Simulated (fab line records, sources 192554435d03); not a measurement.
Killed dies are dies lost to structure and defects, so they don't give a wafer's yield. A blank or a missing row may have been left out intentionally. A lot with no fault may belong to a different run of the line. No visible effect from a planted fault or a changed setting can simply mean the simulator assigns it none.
fab line records	flow n5-finfet
record: lots: 5	wafers: 12	last-day: 18
route steps=1938 shown MOL_CONTACT_COAG@624 BEOL_M0_SAQP@632 BEOL_M4@1111 PASSIVATION@1936
lots untouched by any fault: they come from a run of this same line in which no faults occurred
start-h: hours from the record's opening day to when the first of the lot's shown wafers began	wait-h: hours from the lot's prior step to this one	" repeats the value in the row above	L1.1+2: one row covering several wafers at once	- value missing, or start not given	* or withheld: withheld	< > ~ a bound
route shown NAME@n: names a module that has steps shown in the file, with the first one's number in the route	usual: average and standard deviation across the fault-free wafers	same: alike in all rows	chamber/n: place in a boat	sites: per-site readings	_std_site: standard deviation of those values	_edge_site: the outer-site mean with the inner-site mean subtracted	radius-mm: for every site, how far away it sits from the centre of the wafer	mask NAME#n: copy n	behind: the most recent tool/chamber to have shaped the wafer	hold: what put the lot on hold/how long, in hours/how the hold closed	device: the n, p or np transistor that did not switch	end of line: tests run on the same wafers once the route is complete	for a step that has no rows: nothing shown but its recipe	killed: not the wafer's yield, but the dies lost to structure and defects at the first sort	map: shows each die of a wafer: x if killed, . if not, _ if none is there
set.NAME: the setting the step ran with; set.NAME@STEP: the setting that earlier step ran with	model.NAME: the simulator's own value behind a step, which no gauge read
certain route steps with their lots: each step a table, each wafer a row
services: when a tool's chamber went out of use (start-h, in hours from the record's first day, below 0 if earlier), for how many hours, and the reason
== steps ==
step: N5_MOL_CONTACT_COAG_CVD_140
recipe: material: W	target-thk-a: 665	mode: selective-fill	temp-c: 300	time-s: 215
step: N5_MOL_CONTACT_COAG_PRECLEAN_127
recipe: chemistry: DIW	time-s: 57.5	temp-c: 23
step: N5_MOL_CONTACT_COAG_SRD_128
recipe: dry-time-s: 32	dry: n2-spin	spin-rpm: 1500
step: N5_MOL_CONTACT_COAG_CMP_52
recipe: stop-on: SiO2	t-overpolish-s: 1.5	post-cmp-clean: w-dilute-nh4oh	down-force-psi: 4	platen-rpm: 50.289	pad-velocity-m-s: 1.0006	target-thk-nm: 66.5
step: N5_MOL_CONTACT_COAG_ANNEAL_112
recipe: temp-c: 400	time-s: 1800	ambient: HPD2	pressure-atm: 10
step: N5_BEOL_M0_SAQP_PECVD_00
recipe: material: SiCN	target-thk-a: 80	temp-c: withheld	precursor: 3MS/NH3	pressure-torr: 3	rf-w: 202	time-s: 14
step: N5_BEOL_M0_SAQP_ILD_DEP_01
recipe: material: SiOC	target-thk-a: 454.19	temp-c: 350	precursor: DEMS/O2	pressure-torr: 5	rf-w: 500	time-s: 8.7
step: N5_BEOL_M0_SAQP_HM_DEP_02
recipe: material: TiN	target-thk-a: 120	temp-c: 25	chamber-pressure-pa: 0.49996
step: N5_BEOL_M0_SAQP_PECVD_03
recipe: material: SiCN	target-thk-a: 120	temp-c: withheld	precursor: 3MS/NH3	pressure-torr: 3	rf-w: 202	time-s: 21.1
step: N5_BEOL_M0_SAQP_PECVD_96
recipe: material: a-Si	target-thk-a: 450	temp-c: 350	precursor: SiH4/He	pressure-torr: 3	rf-w: 100	time-s: 45.2
usual: heater-power-outer-w: 413/65	heater-power-w: 697/85	run-length-s: 81.3/0.51	showerhead-plenum-p-Torr: 5.69/0.069	throttle-valve-pct: 18.7/1.9
lot.wafer	tool	chamber	start-h	wait-h	heater-power-outer-w	heater-power-w	run-length-s	showerhead-plenum-p-Torr	throttle-valve-pct	model.a-Si_of_BEOL_M0_SAQP_PECVD_96.thk-nm
L475.4	pecvd-02	2	161.90	0.0	541	885	81.7	5.59	19.8	44.8
L475.5	"	0	"	"	365	682	81.4	5.58	17.0	45.6
L475.6	"	1	"	"	327	602	81.9	5.69	18.5	45.2
L476.1	pecvd-03	1	167.91	0.0	412	680	81.2	5.76	19.1	45.6
L476.2	"	0	"	"	384	651	81.9	5.63	22.4	45.2
L476.5	"	0	"	"	379	666	81.6	5.65	22.1	45.6
L483.2	pecvd-03	0	212.88	0.0	423	701	81.9	5.64	22.1	45.2
L483.5	"	1	"	"	431	712	88.2	5.77	19.3	52.6
L484.4	pecvd-03	0	219.97	0.0	386	669	88.6	5.64	22.1	51.8
L484.5	"	2	"	"	447	764	87.4	5.74	16.6	52.4
L486.2	pecvd-03	1	231.29	0.0	404	675	81.2	5.76	19.1	45
L486.4	"	0	"	"	423	704	88.7	5.63	22.2	52
step: N5_BEOL_M0_SAQP_PECVD_97
recipe: material: SiNx	target-thk-a: 230	temp-c: 350	precursor: SiH4/NH3/N2	pressure-torr: 1.5	rf-w: 300	time-s: 19.9
step: N5_BEOL_M0_SAQP_PECVD_04
recipe: material: a-Si	target-thk-a: 600	temp-c: 350	precursor: SiH4/He	pressure-torr: 3	rf-w: 100	time-s: 60.2
step: N5_BEOL_M0_SAQP_HM_DEP_111
recipe: material: SiO2	target-thk-a: 120	temp-c: 400	precursor: SiH4/N2O	pressure-torr: 0.75	rf-w: 275	time-s: 7.2
step: N5_BEOL_M0_SAQP_COAT_81
recipe: resist: SOC	temp-c: 250	time-s: 60	spin-rpm: 1500	resist-thk-nm: 100
step: N5_BEOL_M0_SAQP_COAT_82
recipe: resist: SiARC	temp-c: 220	time-s: 60	spin-rpm: 1500	resist-thk-nm: 30
step: N5_BEOL_M0_SAQP_COAT_08
recipe: resist: CAR-ArF	spin-rpm: 1500	resist-thk-nm: 90
step: N5_BEOL_M0_SAQP_EBR_10
recipe: solvent: PGMEA	ebr-width-mm: 1.5
step: N5_BEOL_M0_SAQP_SOFTBAKE_09
recipe: temp-c: 110	time-s: 60	resist: CAR-ArF
step: N5_BEOL_M0_SAQP_EXPOSE_11
recipe: mask-id: M0_CORE	na: 1.35	source-shape: dipole	sigma-inner: 0.538	sigma-outer: 0.738	polarization: te	target-cd-nm: 42	dose-mj: 55
step: N5_BEOL_M0_SAQP_PEB_12
recipe: peb-temp-c: withheld	peb-time-s: 60	resist: CAR-ArF
step: N5_BEOL_M0_SAQP_DEVELOP_13
recipe: develop-time-s: 30	developer: TMAH	resist: CAR-ArF	dev-temp-c: 23	rinse-liquid: diw	dry: air-spin
step: N5_BEOL_M0_SAQP_DESCUM_19
recipe: chemistry: O2	time-s: 7.9	source-power-w: 50	bias-power-w: 20	pressure-mtorr: 20	rf-frequency-hz: 2.712e+07	temp-c: 40	resist: CAR-ArF	o2-flow-sccm: 225
step: N5_BEOL_M0_SAQP_ETCH_83
recipe: chemistry: CF4	target: SiARC	target-depth-a: 390	mask-material: CAR-ArF	time-s: 65	ion-energy-ev: 80	pressure-mtorr: 40	source-w: 545	bias-w: 36	Ar_flow_sccm: 100	cf4-flow-sccm: 100	ends: cleared
step: N5_BEOL_M0_SAQP_ETCH_84
recipe: chemistry: N2/H2	target: SOC	target-depth-a: 1000	overetch-a: 200	mask-material: SiARC	temp-c: 40	time-s: 150	ion-energy-ev: 200	pressure-mtorr: 30	source-w: 840	bias-w: 150	n2-flow-sccm: 200	h2-flow-sccm: 200
step: N5_BEOL_M0_SAQP_STRIP_80
recipe: chemistry: N2/H2	temp-c: 40	n2-flow-sccm: 200	h2-flow-sccm: 200	rf-frequency-hz: 6e+07
step: N5_BEOL_M0_SAQP_HM_OPEN_112
recipe: chemistry: CHF3/O2	target: SiO2	stop-on: a-Si	target-depth-a: 120	over-etch-frac: 1.25	mask-material: SOC	time-s: 13.5	pressure-mtorr: 30	source-w: 650	bias-w: 170	Ar_flow_sccm: 200	CHF3_flow_sccm: 50	O2_flow_sccm: 5	ion-energy-ev: 200	ends: end-point
step: N5_BEOL_M0_SAQP_STRIP_113
recipe: chemistry: CHF3/O2	resist: SiARC	rf-frequency-hz: 6e+07
step: N5_BEOL_M0_SAQP_MANDREL_ETCH_20
recipe: target-depth-a: 600	chemistry: HBr/Cl2	target: a-Si	stop-on: SiNx	bt-time-s: 10	mask-material: SOC	over-etch-frac: 0.5	time-s: 30	pressure-mtorr: 10	icp-w: 800	bias-w: 75	HBr_flow_sccm: 150	Cl2_flow_sccm: 80	ends: end-point
step: N5_BEOL_M0_SAQP_STRIP_86
recipe: chemistry: N2/H2	power-w: 500	temp-c: 40	pressure-mtorr: 50	rf-frequency-hz: 6e+07	overash-fraction: 0.3	bias-power-w: 28	h2-frac: 0.5	n2-flow-sccm: 300	h2-flow-sccm: 300
step: N5_BEOL_M0_SAQP_STRIP_115
recipe: chemistry: post-etch-residue-remover	time-s: 60	temp-c: 25	remover-ph: withheld	remover-water-wt-pct: withheld	remover-fluoride-wt-pct: withheld
step: N5_BEOL_M0_SAQP_SRD_93
recipe: dry: ipa-marangoni	time-s: 30	temp-c: 23	rinse-liquid: diw
step: N5_BEOL_M0_SAQP_RECESS_114
recipe: chemistry: HF/NH3	target: SiO2	target-depth-a: 144	afs-cycles: 3	temp-c: 30	sublimation-temp-c: 180	sublimation-time-s: 60
step: N5_BEOL_M0_SAQP_SPACER1_ALD_98
recipe: material: SiO2	target-thk-a: 128	temp-c: 300	ald-precursor-family: BDEAS	ald-co-reactant: O2-plasma	pulse-time-s: 1	purge-time-s: 2	co-reactant-purge-time-s: 2	ald-cycles: 138	pressure-torr: 2
step: N5_BEOL_M0_SAQP_SPACER1_ETCHBACK_99
recipe: chemistry: CHF3/O2	mode: anisotropic-etchback	target: SiO2	target-depth-a: 154	time-s: 7.7	pressure-mtorr: 30	source-w: 650	bias-w: 170	Ar_flow_sccm: 200	CHF3_flow_sccm: 50	O2_flow_sccm: 5	ion-energy-ev: 200
step: N5_BEOL_M0_SAQP_MANDREL1_REMOVE_100
recipe: chemistry: HBr/Cl2/O2	bt-time-s: 10	target: a-Si	stop-on: SiNx	endpoint: OES-SiCl	over-etch-frac: 0.85	icp-w: 600	bias-w: 30	HBr_flow_sccm: 150	Cl2_flow_sccm: 80	O2_flow_sccm: 5	pressure-mtorr: 10
step: N5_BEOL_M0_SAQP_MANDREL_ETCH_103
recipe: chemistry: HBr/Cl2	target: a-Si	target-depth-a: 450	bt-time-s: 10	stop-on: SiCN	mask-material: SiO2	over-etch-frac: 0.8	time-s: 27	pressure-mtorr: 10	icp-w: 800	bias-w: 75	HBr_flow_sccm: 150	Cl2_flow_sccm: 80	ends: end-point
usual: HBr_flow_sccm: 150.0/0.4	drypump-motor-current-A: 5.7/0.39	oes-product-au: 0.686/0.014	throttle-valve-pct: 35.4/0.34
lot.wafer	tool	chamber	start-h	wait-h	HBr_flow_sccm	drypump-motor-current-A	oes-product-au	rf-hours-counter-h	throttle-valve-pct	model.etch.depth-nm
L475.4	rie-si-03	0	164.50	0.0	150.2	5.5	0.675	5	35.7	44.86
L475.5	"	0	"	"	149.9	5.6	0.679	-	35.7	45.64
L475.6	"	1	"	"	150.5	6.2	0.686	-	35.5	45.18
L476.1	rie-si-03	0	170.37	0.0	149.1	5.6	0.688	5	35.7	45.65
L476.2	"	2	"	"	150.0	6.2	0.676	28	35.2	45.25
L476.5	"	1	"	"	149.8	6.3	0.686	-	35.5	45.61
L483.2	rie-si-04	0	215.86	0.0	150.2	5.2	0.673	0	35.4	45.11
L483.5	"	2	"	"	150.1	6.1	0.778	-	34.8	52.65
L484.4	rie-si-03	3	222.58	0.0	149.6	6.1	0.738	15	35.2	51.89
L484.5	"	1	"	"	150.5	6.3	0.749	-	35.3	52.43
L486.2	rie-si-04	3	233.78	0.0	150.0	5.9	0.683	82	36.1	44.95
L486.4	"	1	"	"	150.1	5.1	0.725	8	35.1	52.03
step: N5_BEOL_M0_SAQP_SPACER2_ETCHBACK_27
recipe: chemistry: CHF3/O2	mode: anisotropic-etchback	target: SiO2	target-depth-a: 225	time-s: 11.25	pressure-mtorr: 30	source-w: 650	bias-w: 170	Ar_flow_sccm: 200	CHF3_flow_sccm: 50	O2_flow_sccm: 5	ion-energy-ev: 200
usual: O2_flow_sccm: 4.998/0.015	drypump-motor-current-A: 5.8/0.4	oes_f_703_au: 0.78/0.093	oes-product-au: 0.78/0.094	rf-vpp-V: 528/8.2	showerhead-plenum-p-Torr: 2.44/0.074	throttle-valve-pct: 18.96/0.18
lot.wafer	tool	chamber	start-h	wait-h	O2_flow_sccm	drypump-motor-current-A	oes_f_703_au	oes-product-au	rf-hours-counter-h	rf-vpp-V	showerhead-plenum-p-Torr	throttle-valve-pct	model.a-Si_of_BEOL_M0_SAQP_PECVD_96.thk-nm
L475.4	rie-diel-05	2	165.89	0.3	4.974	5.1	0.76	0.75	167	527	2.32	18.86	42.6
L475.5	"	2	"	"	4.977	5.0	0.76	0.75	-	525	2.32	18.84	43.4
L475.6	"	3	"	"	4.991	5.8	0.69	0.69	-	533	2.47	19.15	43
L476.1	rie-diel-02	2	171.75	0.3	5.019	6.1	0.68	0.68	210	525	2.38	18.77	43.4
L476.2	"	3	"	"	5.035	6.3	0.94	0.92	22	513	2.55	18.72	43
L476.5	"	0	"	"	5.006	5.5	0.74	0.74	-	528	2.49	19.27	43.4
L483.2	rie-diel-05	2	217.36	0.3	4.998	5.1	0.75	0.74	182	525	2.32	18.88	43
L483.5	"	2	"	"	4.994	5.0	0.75	0.74	-	526	2.32	18.87	50.4
L484.4	rie-diel-01	3	224.63	0.3	5.008	5.9	0.83	0.85	71	531	2.44	19.02	49.8
L484.5	"	3	"	"	5.003	5.8	0.84	0.84	-	532	2.44	19.00	50.2
L486.2	rie-diel-05	2	235.16	0.3	5.008	5.0	0.75	0.73	188	525	2.32	18.87	42.8
L486.4	"	3	"	"	5.006	5.8	0.68	0.67	-	532	2.46	19.17	50
step: N5_BEOL_M4_RC_MEAS_101
usual: DIBL_N: 36.0/2.2	DIBL_P: 36.2/2.4	IOFF_N: 0.16/0.035	IOFF_P: 0.21/0.037	ION_N: 672/13	ION_P: 461/7	SS_N: 71.4/0.69	SS_P: 73.2/0.75	VT_N: 250/3.4	VT_P: -251/3
lot.wafer	tool	chamber	start-h	wait-h	DIBL_N[mV/V]	DIBL_P[mV/V]	IOFF_N[nA/um]	IOFF_P[nA/um]	ION_N[uA/um]	ION_P[uA/um]	SS_N[mV/dec]	SS_P[mV/dec]	VT_N[mV]	VT_P[mV]
L475.4	prober-02	0	261.53	0.5	38.8	40.7	0.18	0.24	673	463	71.8	73.6	249	-246
L475.5	"	0	"	"	37.5	39.5	0.16	0.21	654	452	72.1	73.4	250	-254
L475.6	"	0	"	"	41.8	43.7	0.25	0.29	689	473	72.7	74.8	245	-244
L476.1	prober-02	0	264.42	0.0	35.7	36.6	0.16	0.26	674	473	71.2	73.6	250	-249
L476.2	"	0	"	"	36.3	35.6	0.16	0.24	670	464	71.5	73.7	248	-247
L476.5	"	0	"	"	34.7	33.7	0.14	0.21	664	467	71.6	72.2	252	-249
L483.2	prober-01	0	302.81	0.2	33.9	33.1	0.11	0.17	657	458	70.2	72.8	253	-254
L483.5	"	0	"	"	34.0	33.0	0.11	0.16	649	454	70.1	72.9	253	-253
L484.4	prober-01	0	305.07	0.5	38.7	38.7	0.21	0.26	688	470	71.4	74.3	244	-249
L484.5	"	0	"	"	36.1	36.4	0.15	0.22	680	468	70.7	73.1	249	-249
L486.2	prober-01	0	316.06	0.2	39.2	39.1	0.21	0.23	693	468	72.4	73.8	244	-250
L486.4	"	0	"	"	36.1	35.8	0.15	0.18	680	461	70.4	72.9	246	-253
step: N5_PASSIVATION_PROBE_49
usual: defect-limited-yield: 91.2/1.4	killed_at_M0_to_M3: 34/9.4	killed_at_M4_up: 14/5.6	killed-at-contacts: 13/7.8	killed-at-front-end: 37/10	killed-at-other: 4/3.3	killed-dies: 103/17	killed-open: 68/13	killed-short: 33/8.2	sort_bin_4_leakage: 0.00/0.0071	sort_bin_5_function: 5.1/0.92	sort_bin_6_memory: 3.3/0.71	sort-n-pass: 1077/17	sort-yield-pct: 91.2/1.4
same: gross-dies: 1180	killed-at-back-side: 0	sort_bin_8_speed[%]: 0
lot.wafer	tool	chamber	start-h	wait-h	defect-limited-yield[%]	killed_at_M0_to_M3	killed_at_M4_up	killed-at-contacts	killed-at-front-end	killed-at-other	killed-dies	killed-open	killed-short	sort_bin_4_leakage[%]	sort_bin_5_function[%]	sort_bin_6_memory[%]	sort-n-pass	sort-yield-pct[%]
L476.1	prober-02	-	372.54	0.0	90.3	42	9	28	34	1	114	75	39	0	5.7	3.7	1066	90.3
L476.2	prober-02	-	372.59	0.1	91.2	39	11	19	35	0	104	64	39	0	5.3	3.3	1076	91.2
L476.5	prober-02	-	372.74	0.2	91.4	40	18	15	26	3	102	75	27	0	5.3	3.4	1078	91.4
L483.2	prober-01	-	407.94	0.1	89.7	35	13	19	51	4	122	77	45	0	6.3	3.6	1058	89.7
L483.5	prober-01	-	408.09	0.2	90.3	30	15	24	43	2	114	76	38	0	6.1	3.5	1066	90.3
L484.4	prober-02	-	412.99	0.2	93.2	32	14	7	22	5	80	51	28	0	4.1	2.4	1100	93.2
L484.5	prober-02	-	413.04	0.2	92.9	29	19	9	24	3	84	58	26	0	4.5	2.5	1096	92.9
killed by level:class
L476.1 MOL_CONTACT_COAG:geometric-particle:open=23 BEOL_M0_SAQP:geometric-particle:short=15 GATE_CUT:geometric-particle:open=10 BEOL_M0_SAQP:geometric-particle:open=10 STI_FIN_REVEAL:geometric-particle:open=6 GATE_CUT:geometric-particle:short=6 MOL_CONTACT_COAG:geometric-particle:short=5 BEOL_M1:geometric-particle:open=5
L476.2 BEOL_M3:geometric-particle:open=16 MOL_CONTACT_COAG:geometric-particle:open=13 FIN_SAQP:geometric-particle:short=10 BEOL_M0_SAQP:geometric-particle:short=9 GATE_CUT:geometric-particle:short=7 MOL_CONTACT_COAG:geometric-particle:short=6 BEOL_M0_SAQP:geometric-particle:open=5 BEOL_M2:geometric-particle:open=4
L476.5 MOL_CONTACT_COAG:geometric-particle:open=13 BEOL_M2:geometric-particle:open=9 BEOL_M3:geometric-particle:open=7 BEOL_M0_SAQP:geometric-particle:open=7 BEOL_M0_SAQP:geometric-particle:short=7 FIN_SAQP:geometric-particle:open=6 BEOL_M1:geometric-particle:open=6 GATE_CUT:geometric-particle:open=5
L483.2 MOL_CONTACT_COAG:geometric-particle:open=14 STI_FIN_REVEAL:geometric-particle:open=14 BEOL_M3:geometric-particle:open=9 BEOL_M1:geometric-particle:open=8 STI_FIN_REVEAL:geometric-particle:short=7 FIN_SAQP:geometric-particle:short=7 BEOL_M0_SAQP:geometric-particle:open=6 BEOL_M4:geometric-particle:open=5
L483.5 MOL_CONTACT_COAG:geometric-particle:open=20 FIN_SAQP:geometric-particle:short=13 BEOL_M2:geometric-particle:open=9 FIN_SAQP:geometric-particle:open=6 DUMMY_GATE:geometric-particle:open=5 BEOL_M0_SAQP:geometric-particle:short=5 STI_FIN_REVEAL:geometric-particle:open=4 MOL_CONTACT_COAG:geometric-particle:short=4
L484.4 BEOL_M0_SAQP:geometric-particle:open=11 BEOL_M0_SAQP:geometric-particle:short=9 BEOL_M4:geometric-particle:open=8 MOL_CONTACT_COAG:geometric-particle:open=7 BEOL_M3:geometric-particle:open=7 FIN_SAQP:geometric-particle:short=4 PASS1_CAP:geometric-particle:short=4 STARTING-WAFER:geometric-particle:open=4
L484.5 BEOL_M4:geometric-particle:open=10 BEOL_M0_SAQP:geometric-particle:open=9 BEOL_M0_SAQP:geometric-particle:short=8 MOL_CONTACT_COAG:geometric-particle:open=7 FIN_SAQP:geometric-particle:open=5 STI_FIN_REVEAL:geometric-particle:open=4 GATE_CUT:geometric-particle:open=4 BEOL_M1:geometric-particle:open=4
== services ==
tool	chamber	start-h	hours	kind
rie-diel-02	1	138.98	-	clean
rie-diel-02	1	138.98	-	consumable-replace:focus-ring
rie-diel-02	1	138.98	11.9	scheduled-down
rie-diel-02	1	138.98	11.9	vent-cycle
rie-diel-05	1	140.73	9.1	repair
pecvd-03	1	140.91	3.5	repair
rie-diel-01	3	144.44	4.0	repair
rie-diel-01	2	168.39	-	clean
rie-diel-01	2	168.39	-	consumable-replace:focus-ring
rie-diel-01	2	168.39	-	consumable-replace:showerhead
rie-si-03	-	175.14	2.8	pm
rie-si-04	0	175.68	-	clean
rie-si-04	0	175.68	15.7	scheduled-down
rie-si-04	0	175.68	15.7	vent-cycle
rie-diel-02	2	177.07	8.7	repair
pecvd-02	0	192.78	19.7	repair
rie-diel-02	1	203.82	16.6	repair
rie-diel-01	3	205.00	4.9	repair
pecvd-02	2	212.45	-	clean
pecvd-02	2	212.45	-	consumable-replace:showerhead
pecvd-02	2	212.45	29.0	scheduled-down
pecvd-02	2	212.45	29.0	vent-cycle
pecvd-03	0	225.67	2.2	repair
rie-diel-05	0	227.75	9.5	repair
== key ==
first-sign: step: N5_BEOL_M0_SAQP_PECVD_96	reading: run-length-s	direction: up	sigmas: 14	usual: *	struck: *
effect: step: N5_BEOL_M0_SAQP_MANDREL_ETCH_103	reading: oes-product-au	direction: up	sigmas: 4.5	usual: 0.686	struck: 0.747
model-effect: step: N5_BEOL_M0_SAQP_PECVD_96	value: a-Si_of_BEOL_M0_SAQP_PECVD_96.thk-nm	without: 45.4	struck: 52.2
model-effect: step: N5_BEOL_M0_SAQP_MANDREL_ETCH_103	value: etch.depth-nm	without: 45.35	struck: 52.25
model-effect: step: N5_BEOL_M0_SAQP_SPACER2_ETCHBACK_27	value: a-Si_of_BEOL_M0_SAQP_PECVD_96.thk-nm	without: 43.2	struck: 50.1
met-at N5_BEOL_M0_SAQP_PECVD_96
struck-wafers L483.5,L484.4,L484.5,L486.4
onset-between 167.91 212.88
fault: kind: process-parameter-drift	tool: pecvd-03	chamber: -	onset-h: 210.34	steps: N5_BEOL_M0_SAQP_PECVD_96	channel: time-s	offset: *	shape: step	end-h: 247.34	scope: struck-wafers-only	acts-in: *	stated: *
